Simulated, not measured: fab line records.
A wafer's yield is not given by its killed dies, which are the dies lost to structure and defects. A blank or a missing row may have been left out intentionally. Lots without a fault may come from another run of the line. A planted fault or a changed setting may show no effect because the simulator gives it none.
Which tool was responsible? -- flow nandHarc -- 13 lots, 39 wafers sampled, at 5 steps of a route of 1302

WHAT EACH GAUGE READ, for each wafer
NHARC_END_SORT_01.
lot,measured,on,defectLimitedYield (%),killedAtArray,killedAtOther,killedAtPeriphery,killedDies,killedOpen,killedShort
L962,day 23 05:56,prober-02,94 91 91,41 58 56,0 0 0,3 6 5,44 64 61,2 7 4,5 1 3
L965,day 25 06:34,prober-01,93 92 94,44 52 34,0 1 1,2 2 3,46 55 38,4 4 3,3 3 1
L969,day 27 01:59,prober-02,91 93 91,57 43 57,0 2 2,5 5 4,62 50 63,5 4 4,1 4 0
L975,day 29 05:33,prober-01,76 88 88,154 74 73,0 1 0,6 9 7,160 84 80,1 4 2,4 1 1
L977,day 30 15:08,prober-02,92 94 91,52 39 51,2 1 3,1 1 4,55 41 58,4 4 6,5 1 3

TOOL THAT RAN EACH LOT (tool first, then ch and the chambers of the sampled wafers, then the start)
lot,NHARC_A_M1_PRE_CLEAN_32,NHARC_A_BONDPAD_CMP_19,NHARC_THIN_TSV_STRIP_45,NHARC_THIN_TSV_CMP_21
L962,"pecvd-02 ch 1,2, day 21 23:42","cmp-03 ch 1,2,3, day 22 03:48","plasmaAsher-02 ch 0,1, day 22 18:28","cmp-03 ch 0,2,3, day 22 21:44"
L963,"pecvd-02 ch 0,2, day 23 03:37","cmp-03 ch 2,3, day 23 07:46","plasmaAsher-01 ch 0,1, day 23 21:49","cmp-01 ch 0,1, day 24 01:04"
L965,"pecvd-04 ch 0,1,2, day 23 19:13","cmp-04 ch 2,3, day 23 23:14","plasmaAsher-02 ch 0,1, day 24 13:10","cmp-03 ch 0,1,3, day 24 16:28"
L967,"pecvd-04 ch 0,1,2, day 25 02:04","cmp-02 ch 0,3, day 25 06:02","plasmaAsher-01 ch 0,1, day 25 20:05","cmp-02 ch 0,2,3, day 25 23:46"
L969,"pecvd-04 ch 0,2, day 25 17:02","cmp-04 ch 0,1,3, day 25 21:14","plasmaAsher-01 ch 0,1, day 26 10:56","cmp-02 ch 1,2,3, day 26 14:11"
L975,"pecvd-04 ch 0,2, day 27 20:26","cmp-04 ch 0,1, day 28 00:24","plasmaAsher-01 ch 0,1, day 28 15:41","cmp-01 ch 1,2,3, day 28 19:00"
L977,"pecvd-03 ch 0,2, day 29 04:07","cmp-03 ch 1,2, day 29 08:20","plasmaAsher-02 ch 0,1, day 30 01:16","cmp-02 ch 1,2,3, day 30 04:31"
L979,"pecvd-03 ch 1,2, day 29 16:04","cmp-04 ch 1,2,3, day 29 20:10","plasmaAsher-02 ch 0,1, day 30 12:37","cmp-02 ch 1,2,3, day 30 16:01"
L980,"pecvd-03 ch 0,1, day 29 21:23","cmp-03 ch 0,1,3, day 30 01:26","plasmaAsher-02 ch 0,1, day 30 15:41","cmp-01 ch 2,3, day 30 19:04"
L981,"pecvd-03 ch 0,1,2, day 30 19:55","cmp-03 ch 1,2, day 31 00:01","plasmaAsher-01 ch 0,1, day 31 14:01","cmp-01 ch 1,2,3, day 31 17:26"
L982,"pecvd-02 ch 0,1,2, day 30 22:25","cmp-03 ch 2,3, day 31 02:34","plasmaAsher-02 ch 0,1, day 31 15:16","cmp-01 ch 1,3, day 31 18:31"
L983,"pecvd-04 ch 0,2, day 31 18:53","cmp-04 ch 1,2,3, day 31 23:11","plasmaAsher-01 ch 0,1, day 32 13:32","cmp-02 ch 0,1,3, day 32 16:50"
L985,"pecvd-04 ch 0,2, day 32 01:31","cmp-04 ch 0,1,3, day 32 05:50","plasmaAsher-01 ch 1, day 32 22:25","cmp-01 ch 0,1, day 33 01:39"
- NHARC_A_M1_PRE_CLEAN_32: time 12 s.
- NHARC_A_BONDPAD_CMP_19: polishes, t overpolish 30 s, cu recess touch 16 s, target thk 169.82 nm.
- NHARC_THIN_TSV_STRIP_45: strips in O2.
- NHARC_THIN_TSV_CMP_21: polishes, t overpolish 30 s, target thk 2000 nm.

WHAT THE TOOLS THEMSELVES READ (means of the sampled wafers that have a number; where no wafer has one, the mark that the record gives instead)
NHARC_A_M1_PRE_CLEAN_32.
lot,tool,heaterPowerW (W)
L962,pecvd-02,534
L963,pecvd-02,660
L965,pecvd-04,592
L967,pecvd-04,598
L969,pecvd-04,538
L975,pecvd-04,589
L977,pecvd-03,636
L979,pecvd-03,643
L980,pecvd-03,643
L981,pecvd-03,657
L982,pecvd-02,572
L983,pecvd-04,535
L985,pecvd-04,548

NHARC_A_BONDPAD_CMP_19.
lot,tool,motorCurrentA (A),overpolishRunS (s)
L962,cmp-03,11.8,30.003
L963,cmp-03,12.1,30.000
L965,cmp-04,10.1,29.998
L967,cmp-02,12.3,30.001
L969,cmp-04,11.7,30.001
L975,cmp-04,11.7,29.992
L977,cmp-03,11.4,29.998
L979,cmp-04,10.5,30.007
L980,cmp-03,12.2,29.999
L981,cmp-03,11.3,29.996
L982,cmp-03,11.7,29.999
L983,cmp-04,11.2,30.004
L985,cmp-04,11.2,30.000

NHARC_THIN_TSV_STRIP_45.
lot,tool,drypumpMotorCurrentA (A),heaterPowerW (W)
L962,plasmaAsher-02,6.0,344
L963,plasmaAsher-01,5.6,397
L965,plasmaAsher-02,6.3,353
L967,plasmaAsher-01,5.7,389
L969,plasmaAsher-01,5.6,391
L975,plasmaAsher-01,5.7,392
L977,plasmaAsher-02,6.0,334
L979,plasmaAsher-02,6.3,343
L980,plasmaAsher-02,6.0,331
L981,plasmaAsher-01,5.7,388
L982,plasmaAsher-02,6.3,348
L983,plasmaAsher-01,5.7,390
L985,plasmaAsher-01,5.8,380

NHARC_THIN_TSV_CMP_21.
lot,tool,motorCurrentA (A),overpolishRunS (s)
L962,cmp-03,12.3,29.999
L963,cmp-01,12.9,29.993
L965,cmp-03,12.4,29.999
L967,cmp-02,13.8,29.992
L969,cmp-02,12.8,30.003
L975,cmp-01,11.4,30.007
L977,cmp-02,12.6,30.000
L979,cmp-02,12.8,30.003
L980,cmp-01,10.8,29.995
L981,cmp-01,11.4,29.992
L982,cmp-01,11.1,30.000
L983,cmp-02,12.6,29.995
L985,cmp-01,12.7,30.009

THE ANSWER, worked out from the rows above alone
Rule: the usual values come from the lots themselves. The widest of any qualifying gaps counts: lots, ordered by their means at a reading, are off when they make up no more than a third of the lots, leave a main group of 4 or more, and stand apart from it by 3 or more times the standard deviation of that group's means. A main group whose means are all the same, to the digits that the tables above print for the reading, isn't used. A lot without any number at a reading at which 4 lots or more have one is off too. The other lots that the step has rows for count as sound. The gauges are gone through in route order, then the tools' own readings, and for those a lot's mean is taken as printed above. At the first step where some lot is off, the reading lying furthest off is the one used; lots without a number count as furthest.
Off, at NHARC_END_SORT_01 on defectLimitedYield: L975. Main group: mean 92 %, sd 0.49. Neither off nor sound, because the step has no rows for them: L963, L967, L979, L980, L981, L982, L983, L985.
A tool fits if, at a process step before that reading, it ran every lot that is off, and no sound lot after the first of them. Those tools and the gauges at NHARC_END_SORT_01 are tried in the same way. Can't be told from this: 5 tools fit, pecvd-04 at NHARC_A_M1_PRE_CLEAN_32, cmp-04 at NHARC_A_BONDPAD_CMP_19, plasmaAsher-01 at NHARC_THIN_TSV_STRIP_45, cmp-01 at NHARC_THIN_TSV_CMP_21, prober-01 at NHARC_END_SORT_01.

WHAT THE SIMULATOR PUT IN
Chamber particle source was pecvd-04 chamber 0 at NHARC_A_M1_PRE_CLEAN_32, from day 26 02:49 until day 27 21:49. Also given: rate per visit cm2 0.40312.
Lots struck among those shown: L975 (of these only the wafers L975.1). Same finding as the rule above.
